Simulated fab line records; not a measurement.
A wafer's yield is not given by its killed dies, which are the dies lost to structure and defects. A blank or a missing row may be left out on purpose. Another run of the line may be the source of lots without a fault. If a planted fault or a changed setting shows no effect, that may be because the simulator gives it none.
Struck lot and sound lot, side by side	flow nandHarc	14 steps out of a route of 1159
Sound: these wafers, L918.2, L918.4, L918.5. Struck: wafer L929.2; the same lot's L929.6 was not struck, so it is left out; see the end for the cause.
Order at every step that has rows: each side's tool, ch and its chambers, its first start. Under that, the readings that differ: sound wafers	struck wafers	difference of the means	sigmas: that difference in standard deviations of wafers without a fault.
alike: a reading whose means differ by less than 2 such deviations, as well as words and numbers matching on both sides. not compared: withheld readings; readings where some wafer has no value; bounds like >300 that might hide an equal value; numbers whose values overlap and for which the record gives no deviation.
The two part at a step that has a row with sigmas, a row that says differs or no value, or rows on one side only. Numbers that don't overlap but have no deviation are shown without sigmas and don't part them. A reading missing from all wafers of one side parts the sides only when that side holds two or more wafers.

first, 1 step without rows for these wafers: NHARC_A_CHANNEL_HOLE_D1_STRIP_43 (strips in O2/COS).
NHARC_A_CHANNEL_HOLE_D1_ETCH_44: etches the open film in CF4/O2, target depth 140 nm, overetch 14 nm, time 77 s.
  sound on rieDiel-01 ch 0,2,3, day 9 02:43; struck on rieDiel-04 ch 0, day 11 21:09
  alike: chamberPressureMTorr, drypumpMotorCurrentA, oesProductAu, rfVppV, showerheadPlenumPTorr, throttleValvePct
  not compared: rfHoursCounterH
NHARC_A_CHANNEL_HOLE_D1_STRIP_27: strips in O2.
  sound on rieDiel-01 ch 1,2,3; struck on rieDiel-04 ch 3
reading	sound	struck	difference	sigmas
throttleValvePct (%)	17.035 17.043 17.053	17.022	-0.022	-3
  alike: chamberPressureMTorr, drypumpMotorCurrentA, oesProductAu, rfVppV, showerheadPlenumPTorr
  not compared: rfHoursCounterH
then, 2 steps without rows for these wafers: NHARC_A_CHANNEL_HOLE_D1_PRECLEAN_28 (cleans in SC1); NHARC_A_CHANNEL_HOLE_D1_SRD_29.
NHARC_A_CHANNEL_HOLE_D1_CD_MEAS_30:
  struck on cdSem-02, day 11 21:57; sound on cdSem-02, day 9 03:31
  alike: cdNm
following that, these wafers have no rows for 1 step: NHARC_A_CHANNEL_HOLE_D1_XSEM_31.
NHARC_A_CHANNEL_HOLE_D1_INSPECT_40:
  struck on defectInspect-01, day 11 22:08; sound on defectInspect-02, day 9 03:41
  alike: rawDefectCount
then, 2 steps without rows for these wafers: NHARC_A_CHANNEL_FILL_D1_PRECLEAN_00 (cleans in SC1); NHARC_A_CHANNEL_FILL_D1_SRD_01.
NHARC_A_CHANNEL_FILL_D1_ALD_02: deposits SiO2, target thk 6 nm, pulse time 10 s, ald cycles 60.
  sound on aldHk-01 ch 1,2,3, day 9 03:58; struck on aldHk-04 ch 0, day 11 22:25
  alike: heaterPowerW, precursorPulseHeightRel, susceptorTempC
  not compared: aldCycles
NHARC_A_CHANNEL_FILL_D1_ALD_03: deposits SiNx, target thk 6 nm, pulse time 60 s, ald cycles 58.
  sound on aldSinBatch-01 ch 0; struck on aldSinBatch-02 ch 0
reading	sound	struck	difference	sigmas
precursorPulseHeightRel	0.962 0.991 0.989	1.037	+0.056	+3
  alike: susceptorTempC
  not compared: aldCycles
NHARC_A_CHANNEL_FILL_D1_ALD_14: deposits SiO2, target thk 2.5 nm, pulse time 10 s, ald cycles 25.
  sound on aldHk-04 ch 1,3, day 9 10:55; struck on aldHk-04 ch 0, day 12 07:11
reading	sound	struck	difference	sigmas
aldCycles	25 25 25	22	-3	
  alike: heaterPowerW, precursorPulseHeightRel, susceptorTempC
NHARC_A_CHANNEL_FILL_D1_ALD_15: deposits SiNx, target thk 2 nm, pulse time 60 s, ald cycles 19.
  sound on aldSinBatch-02 ch 0; struck on aldSinBatch-03 ch 0
reading	sound	struck	difference	sigmas
susceptorTempC (C)	- - -	629.7	no value on the sound wafers	
  alike: precursorPulseHeightRel
  not compared: aldCycles

== WHERE THEY PART ==
Last at NHARC_A_CHANNEL_FILL_D1_ALD_15 as far as this record goes, first at NHARC_A_CHANNEL_HOLE_D1_STRIP_27.

WHY: what had been put in by the simulator
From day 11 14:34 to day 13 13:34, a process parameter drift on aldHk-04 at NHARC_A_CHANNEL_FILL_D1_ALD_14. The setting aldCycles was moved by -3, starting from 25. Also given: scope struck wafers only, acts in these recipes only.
